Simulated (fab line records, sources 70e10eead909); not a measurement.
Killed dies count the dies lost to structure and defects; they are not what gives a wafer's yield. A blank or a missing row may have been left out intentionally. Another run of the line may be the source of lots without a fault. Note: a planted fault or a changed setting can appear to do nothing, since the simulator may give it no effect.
fab line records -- flow nand_harc
record: lots: 13, wafers: 39, last_day: 32
route steps=1302 shown P_BONDPAD@377 A_BONDPAD@1228 THIN_TSV@1265 END@1302
lots with no fault: from the same line, run without faults
start_h: start of the lot's first displayed wafer, in hours after the record's first day -- wait_h: hours elapsed since this lot's preceding step -- " the same as in the row above -- L1.1+2: several wafers, shown together as one row -- - no value present, or no start provided -- * or withheld: withheld -- < > ~ a bound
route shown NAME@n: names a module that has steps shown in the file, with the first one's number in the route -- usual: average and standard deviation across the fault-free wafers -- same: alike in all rows -- chamber/n: place in a boat -- sites: readings site by site -- _std_site: the standard deviation of these -- _edge_site: mean of outer sites minus mean of inner sites -- radius_mm: for every site, how far away it sits from the centre of the wafer -- mask NAME#n: copy n -- behind: the most recent tool/chamber to have shaped the wafer -- hold: why the lot went on hold/how many hours it stayed there/how the hold came to an end -- device: whichever transistor did not switch (one of n, p or np) -- end of line: the tests these same wafers got at the end of their route -- for a step that has no rows: nothing shown but its recipe -- killed: dies lost to structure and defects at the first sort, not the wafer's yield -- map: dies across one wafer; x = killed, . = not, _ = none there
set.NAME: setting as actually run; set.NAME@STEP: the setting as run at that earlier step -- model.NAME: the simulator's own value behind a step, which no gauge read
the route's steps for a sample of lots (tables are steps, rows are wafers)
services: the hour from which a tool's chamber was out of use, counted from the record's first day as start_h (under 0 if before that day), plus the number of hours and why
== steps ==
step: NHARC_P_BONDPAD_PVD_27
recipe: target_thk_a: 300, chamber_pressure_pa: 5, power_w: 5000, substrate_temp_c: 30, time_s: 20.49, material: Cu
usual: throttle_valve_pct: 29.9/0.93
lot.wafer,tool,chamber,start_h,wait_h,throttle_valve_pct
L645.2,pvd_sputter-01,-,139.88,-,31.7
L645.3,pvd_sputter-01,-,139.88,-,29.8
L645.5,pvd_sputter-01,-,139.88,-,31.5
L646.2,pvd_sputter-02,-,147.72,-,29.8
L646.1,pvd_sputter-02,-,147.72,-,29.7
L646.4,pvd_sputter-02,-,147.72,-,29.1
L647.2,pvd_sputter-01,-,159.21,-,28.7
L647.1,pvd_sputter-01,-,159.21,-,29.5
L647.6,pvd_sputter-01,-,159.21,-,28.8
L648.2,pvd_sputter-02,-,163.57,-,30.1
L648.6,pvd_sputter-02,-,163.57,-,31.3
L648.5,pvd_sputter-02,-,163.57,-,29.9
L649.3,pvd_sputter-01,-,178.76,-,31.3
L649.2,pvd_sputter-01,-,178.76,-,29.6
L649.6,pvd_sputter-01,-,178.76,-,29.6
L650.3,pvd_sputter-01,-,186.67,-,31.4
L650.1,pvd_sputter-01,-,186.67,-,28.7
L650.6,pvd_sputter-01,-,186.67,-,31.5
L651.2,pvd_sputter-03,-,198.51,-,31.3
L651.3,pvd_sputter-03,-,198.51,-,28.5
L651.5,pvd_sputter-03,-,198.51,-,31.1
L652.3,pvd_sputter-02,-,212.13,-,29.1
L652.5,pvd_sputter-02,-,212.13,-,28.7
L652.6,pvd_sputter-02,-,212.13,-,29.7
L653.3,pvd_sputter-01,-,212.97,-,31.7
L653.4,pvd_sputter-01,-,212.97,-,29.5
L653.2,pvd_sputter-01,-,212.97,-,29.1
L654.2,pvd_sputter-02,-,231.62,-,29.0
L654.6,pvd_sputter-02,-,231.62,-,29.8
L654.5,pvd_sputter-02,-,231.62,-,28.9
L661.4,pvd_sputter-01,-,301.72,-,29.5
L661.2,pvd_sputter-01,-,301.72,-,30.3
L661.5,pvd_sputter-01,-,301.72,-,29.9
L665.1,pvd_sputter-02,-,330.26,-,31.2
L665.3,pvd_sputter-02,-,330.26,-,29.4
L665.2,pvd_sputter-02,-,330.26,-,29.4
L666.4,pvd_sputter-02,-,343.45,-,31.1
L666.5,pvd_sputter-02,-,343.45,-,31.1
L666.6,pvd_sputter-02,-,343.45,-,29.3
step: NHARC_A_BONDPAD_PVD_27
recipe: target_thk_a: 300, chamber_pressure_pa: 5, power_w: 5000, substrate_temp_c: 30, time_s: 20.49, material: Cu
usual: throttle_valve_pct: 29.7/0.92
lot.wafer,tool,chamber,start_h,wait_h,throttle_valve_pct
L645.3,pvd_sputter-01,-,-,-,29.5
L645.2,pvd_sputter-01,-,-,-,30.4
L645.5,pvd_sputter-01,-,-,-,29.6
L646.4,pvd_sputter-02,-,-,-,27.8
L646.2,pvd_sputter-02,-,-,-,29.9
L646.1,pvd_sputter-02,-,-,-,31.8
L647.1,pvd_sputter-01,-,-,-,30.3
L647.2,pvd_sputter-01,-,-,-,29.8
L647.6,pvd_sputter-01,-,-,-,30.2
L648.2,pvd_sputter-02,-,-,-,27.9
L648.6,pvd_sputter-02,-,-,-,28.0
L648.5,pvd_sputter-02,-,-,-,29.5
L649.3,pvd_sputter-03,-,-,-,31.0
L649.2,pvd_sputter-03,-,-,-,29.0
L649.6,pvd_sputter-03,-,-,-,29.4
L650.3,pvd_sputter-01,-,-,-,30.3
L650.1,pvd_sputter-01,-,-,-,30.5
L650.6,pvd_sputter-01,-,-,-,29.8
L651.3,pvd_sputter-01,-,-,-,28.3
L651.2,pvd_sputter-01,-,-,-,30.1
L651.5,pvd_sputter-01,-,-,-,30.3
L652.3,pvd_sputter-03,-,-,-,29.4
L652.6,pvd_sputter-03,-,-,-,31.2
L652.5,pvd_sputter-03,-,-,-,28.9
L654.2,pvd_sputter-01,-,-,-,28.7
L654.5,pvd_sputter-01,-,-,-,28.6
L654.6,pvd_sputter-01,-,-,-,30.0
L653.2,pvd_sputter-01,-,-,-,28.5
L653.3,pvd_sputter-01,-,-,-,29.9
L653.4,pvd_sputter-01,-,-,-,29.6
L661.2,pvd_sputter-02,-,-,-,29.7
L665.3,pvd_sputter-03,-,-,-,29.1
L665.2,pvd_sputter-03,-,-,-,30.1
L665.1,pvd_sputter-03,-,-,-,31.3
L666.4,pvd_sputter-03,-,-,-,30.2
L666.5,pvd_sputter-03,-,-,-,31.3
L666.6,pvd_sputter-03,-,-,-,29.1
step: NHARC_THIN_TSV_STRIP_45
recipe: power_w: 1500, temp_c: 250, chemistry: O2
usual: drypump_motor_current_A: 5.62/0.24, heater_power_w: 329/20, rf_refl_power_W: 20/8.7
lot.wafer,tool,chamber,start_h,wait_h,drypump_motor_current_A,heater_power_w,rf_hours_counter_h,rf_refl_power_W
L645.2,plasma_asher-01,1,543.40,0.1,5.54,330,2,16
L645.3,plasma_asher-01,0,543.40,0.1,5.48,336,-,38
L645.5,plasma_asher-01,1,543.40,0.1,5.52,330,-,17
L648.2,plasma_asher-02,1,560.64,0.1,5.94,316,26,-
L648.6,plasma_asher-02,1,560.64,0.1,5.98,314,-,-
L648.5,plasma_asher-02,0,560.64,0.1,5.42,342,-,-
L646.1,plasma_asher-02,1,561.94,0.1,5.96,319,26,12
L646.2,plasma_asher-02,0,561.94,0.1,5.43,338,26,20
L646.4,plasma_asher-02,0,561.94,0.1,5.41,352,-,20
L647.2,plasma_asher-02,0,563.21,0.1,5.43,341,26,19
L647.1,plasma_asher-02,1,563.21,0.1,5.93,314,26,12
L647.6,plasma_asher-02,0,563.21,0.1,5.40,341,-,19
L649.2,plasma_asher-01,0,575.66,0.1,5.46,335,6,36
L649.3,plasma_asher-01,1,575.66,0.1,5.52,339,-,17
L649.6,plasma_asher-01,1,575.66,0.1,5.50,326,-,17
L650.1,plasma_asher-02,1,584.47,0.1,5.97,314,32,12
L650.3,plasma_asher-02,0,584.47,0.1,5.41,360,-,20
L650.6,plasma_asher-02,1,584.47,0.1,6.00,307,-,12
L651.2,plasma_asher-02,1,607.30,0.1,5.93,323,38,12
L651.3,plasma_asher-02,0,607.30,0.1,5.42,344,-,20
L651.5,plasma_asher-02,1,607.30,0.1,5.97,311,-,12
L652.3,plasma_asher-02,0,623.68,0.2,5.39,342,-,20
L652.5,plasma_asher-02,0,623.68,0.2,5.41,353,-,19
L652.6,plasma_asher-02,1,623.68,0.2,5.94,298,-,12
L654.2,plasma_asher-02,0,637.31,0.1,5.40,358,3,20
L654.6,plasma_asher-02,0,637.31,0.1,5.43,361,-,19
L654.5,plasma_asher-02,1,637.31,0.1,5.97,302,-,12
L653.2,plasma_asher-02,1,651.45,0.1,5.93,298,6,12
L653.4,plasma_asher-02,1,651.45,0.1,5.95,303,-,12
L653.3,plasma_asher-02,0,651.45,0.1,5.42,349,-,19
L661.2,plasma_asher-02,0,704.40,0.1,5.41,352,20,20
L665.1,plasma_asher-01,0,739.27,0.1,5.47,344,6,38
L665.2,plasma_asher-01,1,739.27,0.1,5.51,347,6,16
L665.3,plasma_asher-01,1,739.27,0.1,5.49,341,-,16
L666.4,plasma_asher-02,0,758.33,0.2,5.42,356,-,20
L666.5,plasma_asher-02,0,758.33,0.2,5.40,353,-,19
L666.6,plasma_asher-02,1,758.33,0.2,5.92,293,-,12
step: NHARC_THIN_TSV_DESCUM_35
recipe: time_s: 3, o2_flow_sccm: 200, ar_flow_sccm: 0, bias_power_w: 0, chemistry: O2
usual: drypump_motor_current_A: 5.6/0.46, oes_product_au: 0.997/0.0087, rf_vpp_V: 57.9/0.81, showerhead_plenum_p_Torr: 1.93/0.076, throttle_valve_pct: 11.309/0.0087
lot.wafer,tool,chamber,start_h,wait_h,drypump_motor_current_A,oes_product_au,rf_hours_counter_h,rf_vpp_V,showerhead_plenum_p_Torr,throttle_valve_pct
L645.2,rie_diel-03,0,548.42,-,5.9,0.992,4.6,57.6,1.99,11.295
L645.3,rie_diel-03,2,548.42,-,4.9,0.997,4.3,57.9,1.94,11.286
L645.5,rie_diel-03,0,548.42,-,5.9,0.999,-,59.5,1.99,11.300
L648.2,rie_diel-08,3,565.68,-,5.9,0.997,1.1,57.8,2.03,11.304
L648.5,rie_diel-08,3,565.68,-,5.9,0.989,-,59.0,2.03,11.305
L648.6,rie_diel-08,0,565.68,-,6.3,1.001,-,58.2,1.90,11.305
L646.2,rie_diel-08,3,567.44,-,5.9,0.990,1.1,57.7,2.03,11.308
L646.4,rie_diel-08,1,567.44,-,4.9,0.997,1.0,57.8,1.89,11.315
L646.1,rie_diel-08,2,567.44,-,4.9,0.991,1.1,56.0,1.84,11.299
L647.1,rie_diel-03,2,568.09,-,4.9,1.008,6.1,57.9,1.94,11.311
L647.2,rie_diel-03,3,568.09,-,5.7,1.009,6.3,58.4,1.89,11.300
L647.6,rie_diel-03,1,568.09,-,5.7,0.989,-,58.9,2.03,11.312
L649.2,rie_diel-02,3,580.72,-,6.3,1.003,0,58.8,1.95,11.304
L649.3,rie_diel-02,2,580.72,-,5.7,0.995,0,58.3,1.98,11.308
L649.6,rie_diel-02,3,580.72,-,6.3,0.988,-,56.8,1.95,11.305
L650.1,rie_diel-08,3,589.65,-,5.9,0.985,2.0,58.0,2.03,11.311
L650.3,rie_diel-08,0,589.65,-,6.3,0.992,1.8,57.9,1.90,11.309
L650.6,rie_diel-08,2,589.65,-,4.9,0.994,-,59.5,1.84,11.300
L651.3,rie_diel-08,1,612.16,-,5.0,0.997,3.1,56.6,1.88,11.305
L651.2,rie_diel-08,3,612.16,-,5.9,0.982,2.8,58.2,2.03,11.308
L651.5,rie_diel-08,2,612.16,-,4.9,0.991,-,57.7,1.84,11.313
L652.3,rie_diel-03,1,628.77,-,5.7,0.997,8.6,57.3,2.03,11.309
L652.6,rie_diel-03,3,628.77,-,5.7,1.021,-,58.8,1.89,11.315
L652.5,rie_diel-03,0,628.77,-,5.9,0.999,-,57.9,1.99,11.294
L654.2,rie_diel-02,3,642.46,-,6.3,0.989,3.2,57.2,1.95,11.309
L654.5,rie_diel-02,3,642.46,-,6.3,0.978,-,59.4,1.95,11.309
L654.6,rie_diel-02,0,642.46,-,5.7,1.005,-,57.5,1.80,11.302
L653.2,rie_diel-02,1,656.45,-,5.2,0.984,4.7,56.7,1.79,11.319
L653.3,rie_diel-02,2,656.45,-,5.7,0.998,4.4,58.1,1.97,11.302
L653.4,rie_diel-02,3,656.45,-,6.3,0.986,3.9,58.4,1.95,11.318
L661.2,rie_diel-02,2,715.42,-,5.7,0.997,8.9,57.5,1.97,11.312
L665.2,rie_diel-08,1,744.51,-,5.0,0.996,0.7,56.9,1.88,11.318
L665.3,rie_diel-08,2,744.51,-,4.9,0.982,0.9,57.4,1.84,11.332
L665.1,rie_diel-08,0,744.51,-,6.3,0.998,0.8,57.2,1.90,11.319
L666.4,rie_diel-03,1,763.27,-,5.7,1.008,6.6,57.1,2.03,11.322
L666.6,rie_diel-03,1,763.27,-,5.7,1.010,-,57.3,2.03,11.313
L666.5,rie_diel-03,2,763.27,-,4.9,0.992,-,56.8,1.94,11.311
step: NHARC_END_SORT_01
recipe: temp_c: 25
usual: defect_limited_yield: 89.8/2.4, killed_at_array: 64/16, killed_at_other: 1.0/1.1, killed_at_periphery: 3.5/2.3, killed_dies: 69/17, killed_open: 3.2/1.6, killed_short: 2.4/1.6
same: gross_dies: 677
lot.wafer,tool,chamber,start_h,wait_h,defect_limited_yield[%],killed_at_array,killed_at_other,killed_at_periphery,killed_dies,killed_open,killed_short
L661.2,prober-02,0,725.19,2.8,89.8,61,0,8,69,4,4
L661.4,prober-02,0,726.81,3.4,0.1,78,1,597,676,3,4
L661.5,prober-02,0,727.62,3.7,0,60,0,617,677,1,3
killed by level:class
L661.2 A_SLIT:chamber_film_flake=25 A_CHANNEL_HOLE_D2:chamber_film_flake=12 A_CHANNEL_HOLE_D1:chamber_film_flake=6 A_CONTACT:chamber_film_flake=6 P_M0:geometric_particle:open=3 P_CONTACT:chamber_film_flake=3 A_ZERO_WELL:chamber_film_flake=3 A_BONDPAD:chamber_film_flake=3
L661.4 P_BONDPAD:area_pvd=596 A_SLIT:chamber_film_flake=36 A_CHANNEL_HOLE_D2:chamber_film_flake=21 A_STAIRCASE:chamber_film_flake=6 A_CHANNEL_HOLE_D1:chamber_film_flake=4 A_CONTACT:chamber_film_flake=3 A_ONON_D2:geometric_particle:open=2 A_ONON_D2:geometric_particle:short=1
L661.5 P_BONDPAD:area_pvd=609 A_SLIT:chamber_film_flake=21 A_CHANNEL_HOLE_D2:chamber_film_flake=20 A_CHANNEL_HOLE_D1:chamber_film_flake=8 P_CONTACT:chamber_film_flake=4 A_CHANNEL_FILL_D1:geometric_particle:short=3 P_STI:chamber_film_flake=3 A_CONTACT:chamber_film_flake=3
== services ==
tool,chamber,start_h,hours,kind
pvd_sputter-01,-,187.57,3.2,repair
pvd_sputter-01,-,226.00,10.0,pm
pvd_sputter-02,-,239.40,1.9,repair
pvd_sputter-02,-,243.30,18.0,repair
plasma_asher-02,-,254.22,9.0,pm
pvd_sputter-02,-,282.00,10.0,pm
pvd_sputter-01,-,297.65,1.4,repair
plasma_asher-02,-,328.75,3.6,repair
plasma_asher-02,-,332.96,3.0,repair
pvd_sputter-01,-,394.95,2.1,repair
pvd_sputter-01,-,404.00,10.0,pm
plasma_asher-02,-,431.22,9.0,pm
pvd_sputter-02,-,460.00,10.0,pm
pvd_sputter-02,-,494.72,5.1,repair
pvd_sputter-01,-,516.14,1.1,repair
plasma_asher-02,-,572.09,6.4,repair
pvd_sputter-01,-,582.00,10.0,pm
plasma_asher-02,-,608.22,9.0,pm
pvd_sputter-01,-,626.33,3.5,repair
pvd_sputter-01,-,642.65,4.3,repair
pvd_sputter-01,-,656.88,5.1,repair
pvd_sputter-01,-,701.68,6.0,repair
plasma_asher-02,-,749.78,8.1,repair
pvd_sputter-01,-,760.00,10.0,pm
== key ==
first_sign: step: NHARC_END_SORT_01, reading: killed_at_periphery, direction: up, sigmas: 99+, usual: 3.5, struck: 607
effect: step: NHARC_END_SORT_01, reading: defect_limited_yield, direction: down, sigmas: 37, usual: 89.8, struck: 0.1
more_kills_born_at: NHARC_P_BONDPAD_PVD_27@pvd_sputter-01: 1205
met_at NHARC_P_BONDPAD_PVD_27
struck_lots L661
struck_wafers L661.4,L661.5
later_rows_left_out L661.4,L661.5
not_acting_at NHARC_A_BONDPAD_PVD_27,NHARC_THIN_TSV_STRIP_45,NHARC_THIN_TSV_DESCUM_35
onset_between 212.97 301.72
fault: kind: process_parameter_drift, tool: pvd_sputter-01, chamber: -, onset_h: 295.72, steps: NHARC_P_BONDPAD_PVD_27, channel: target_thk_a, offset: *, shape: step, end_h: 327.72, acts_in: *, stated: *, scope: struck_wafers_only
later_rows_left_out: the simulator's readings of these wafers behind a module that went badly wrong aren't trusted and aren't shown, but for the sort
